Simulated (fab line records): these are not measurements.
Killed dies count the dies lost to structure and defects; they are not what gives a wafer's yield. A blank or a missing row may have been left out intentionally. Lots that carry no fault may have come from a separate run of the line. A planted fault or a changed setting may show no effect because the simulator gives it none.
Struck lot and sound lot, side by side	flow nand harc	14 out of 1159 route steps
Sound: these wafers, L578.3, L578.4, L578.6. Struck: wafer L582.6 (left out: L582.1, L582.5 of the same lot, which were not struck); the cause appears at the end.
Per side, at each step with rows, come the tool, then ch with its chambers, and then its first start. Under that, the readings that differ: sound wafers	struck wafers	difference of the means	sigmas: that difference in standard deviations of wafers without a fault.
alike: a reading whose means differ by less than 2 such deviations, as well as words and numbers matching on both sides. not compared: withheld readings; readings where some wafer has no value; bounds like >300 that might hide an equal value; numbers whose values overlap and for which the record gives no deviation.
A row with sigmas, a row that says differs or no value, or rows on one side alone: a step with any of these is where the two part. Numbers that have no deviation but don't overlap get no sigmas and don't part them. A reading that every wafer of one side lacks parts them only if that side has two wafers or more.

first, 1 step without rows for these wafers: NHARC_P_M2_STRIP_19 (strips in post etch residue remover, time 600 s).
NHARC_P_M2_DEGAS_29: time 60 s.
  sound on pvd sputter-03, day 7 15:44; struck on pvd sputter-02, day 8 16:04
  alike: heater power w
NHARC_P_M2_PRE_CLEAN_30: time 30 s.
  sound on pvd sputter-03; struck on pvd sputter-02
reading	sound	struck	difference	sigmas
heater power w (W)	403 445 438	367	-62	-2
NHARC_P_M2_PVD_20: deposits TaN, target thk 5 nm, time 8.06 s.
  sound on pvd sputter-03; struck on pvd sputter-02
reading	sound	struck	difference	sigmas
throttle valve pct (%)	30.4 29.5 29.7	27.8	-2.1	-3
NHARC_P_M2_PVD_21: deposits Cu, target thk 30 nm, time 20.49 s.
  sound on pvd sputter-03; struck on pvd sputter-02
  alike: throttle valve pct
then, 2 steps without rows for these wafers: NHARC_P_M2_ECD_22 (material Cu, target thk 400 nm); NHARC_P_M2_ANNEAL_31 (time 90 s).
NHARC_P_M2_CMP_23: polishes, t overpolish 20 s, target thk 144.3 nm.
  sound on cmp-01 ch 1,2, day 7 16:49; struck on cmp-03 ch 3, day 8 17:11
  alike: motor current A, time to endpoint s
NHARC_P_M2_THK_MEAS_24: measures by xrf.
  sound on film metro-02, day 7 17:08; struck on film metro-02, day 8 17:28
  alike: thk nm
next, for these wafers, 1 step has no rows: NHARC_P_M2_SRD_25.
NHARC_P_M2_INSPECT_27:
  sound on defect inspect-01, day 7 17:17; struck on defect inspect-02, day 8 17:37
  alike: raw defect count
NHARC_P_M2_PRE_CLEAN_32: time 12 s.
  sound on pecvd-04 ch 0,1,2, day 7 17:22; struck on pecvd-03 ch 1, day 8 17:43
reading	sound	struck	difference	sigmas
rf fwd power W (W)	292.2 291.3 292.2	242.3	-49.6	-52
  alike: heater power w
then, 1 step without rows for these wafers: NHARC_P_M2_DEP_33 (deposits SiCN, target thk 30 nm).
-- break in the record here, with 13 days between the starts of the struck wafers on either side (left off in module P_M2, picked up again in module END, where the first step shown is number 1159 on the route) --
NHARC_END_SORT_01:
  sound on prober-02 ch 0, day 21 13:19; struck on prober-02 ch 0, day 21 23:37
  alike: defect limited yield, killed at array, killed at other, killed at periphery, killed dies, killed open, killed short, sort_bin_2_pct, sort_bin_3_pct, sort_bin_4_pct, sort n pass, sort rim yield pct, sort yield pct

== WHERE THEY PART ==
Last at NHARC_P_M2_PRE_CLEAN_32 as far as this record goes, first at NHARC_P_M2_PRE_CLEAN_30. Later steps at which nothing parts them and some readings are alike: NHARC_END_SORT_01.

WHY: the cause the simulator had injected
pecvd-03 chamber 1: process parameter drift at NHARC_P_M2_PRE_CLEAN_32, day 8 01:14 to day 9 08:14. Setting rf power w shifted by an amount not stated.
